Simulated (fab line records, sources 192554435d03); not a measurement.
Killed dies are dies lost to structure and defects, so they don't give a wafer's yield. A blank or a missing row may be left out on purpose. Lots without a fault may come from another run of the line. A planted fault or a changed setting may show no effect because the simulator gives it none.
Problem report in the 8D (eight disciplines) form, filled by code | flow n5_finfet | the parts of the form that need people (team, actions taken, sign-off) are left out

1. THE PROBLEM
etch_rf_on_time_s at N5_BEOL_M0_CUTY_ETCH_62 reads a mean of 111.7 s on 3 wafers of 3 lots; wafers without a fault read 57.7 s with a standard deviation of 1.4. That is +39 standard deviations from the usual mean.
The step: etches SiARC in CF4, time 58.5 s.
First seen on wafer L264.6, day 10 23:17, on rie_diel-01. The record holds 25 wafers of 9 lots with a number at this step. Rule for "out", or "out of limits": more than 4 standard deviations from the usual mean. The other wafers with a number count as sound.

2. WHAT IT IS AND WHAT IT IS NOT
question                    | is                     | is not
which readings at this step | etch_rf_on_time_s      | drypump_motor_current_A, oes_product_au, showerhead_plenum_p_Torr, throttle_valve_pct
which lots                  | L264, L265, L267       | L244, L245, L248, L251, L252, L256
which wafers of those lots  | L264.6, L265.2, L267.2 | L264.1, L265.4, L267.1, L267.3
read on which tools         | rie_diel-01            | rie_diel-03, rie_diel-06
when                        | from day 10 23:17      | up to then (19 sound wafers); but 3 sound wafers of L265, L267 came after

3. SUSPECTS, AND WHAT RULES EACH OUT
Counting: a tool at a process step up to the reading stays a suspect if it ran every lot that is out. Sound lots after the first of them don't rule it out here, since some wafers of a struck lot are sound.
- rie_diel-01 at N5_BEOL_M0_CUTY_ETCH_62 (etches SiARC in CF4, time 58.5 s): kept. It ran every lot that is out, first L264 (day 10 23:17); its last sound lot up to then is L256 (day 9 04:50). Its own readings are out on those wafers: etch_rf_on_time_s.
Left after counting: rie_diel-01 at N5_BEOL_M0_CUTY_ETCH_62.

4. THE CAUSE (what the simulator had put in)
Process parameter drift: rie_diel-01, from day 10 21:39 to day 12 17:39, at N5_BEOL_M0_CUTY_ETCH_62. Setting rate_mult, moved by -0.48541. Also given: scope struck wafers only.
Counting left only this tool.

5. THE CHAIN OF EFFECTS, in route order
Each row: a reading whose mean over the struck wafers that have a number lies more than 3 standard deviations from the usual. Only readings for which the record gives a usual standard deviation are gone through. hours: the time from each lot's start at the first step in this table that gives one to its start at this step, as a median over the lots. sigmas: the change in usual standard deviations.
hours | step                    | reading           | usual  | on struck wafers | change | sigmas
0     | N5_BEOL_M0_CUTY_ETCH_62 | etch_rf_on_time_s | 57.7 s | 111.7            | +54.0  | +39
The process steps in it:
- N5_BEOL_M0_CUTY_ETCH_62: etches SiARC in CF4, time 58.5 s.
Later measuring or inspecting steps at which every struck wafer that the step has a row for has a number for every such reading, and none has moved that far: N5_BEOL_M4_RC_MEAS_101.

6. WHAT WOULD HAVE CAUGHT IT SOONER
In this record the first reading out of limits was taken at day 10 23:17, 2 hours after the fault began at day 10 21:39.
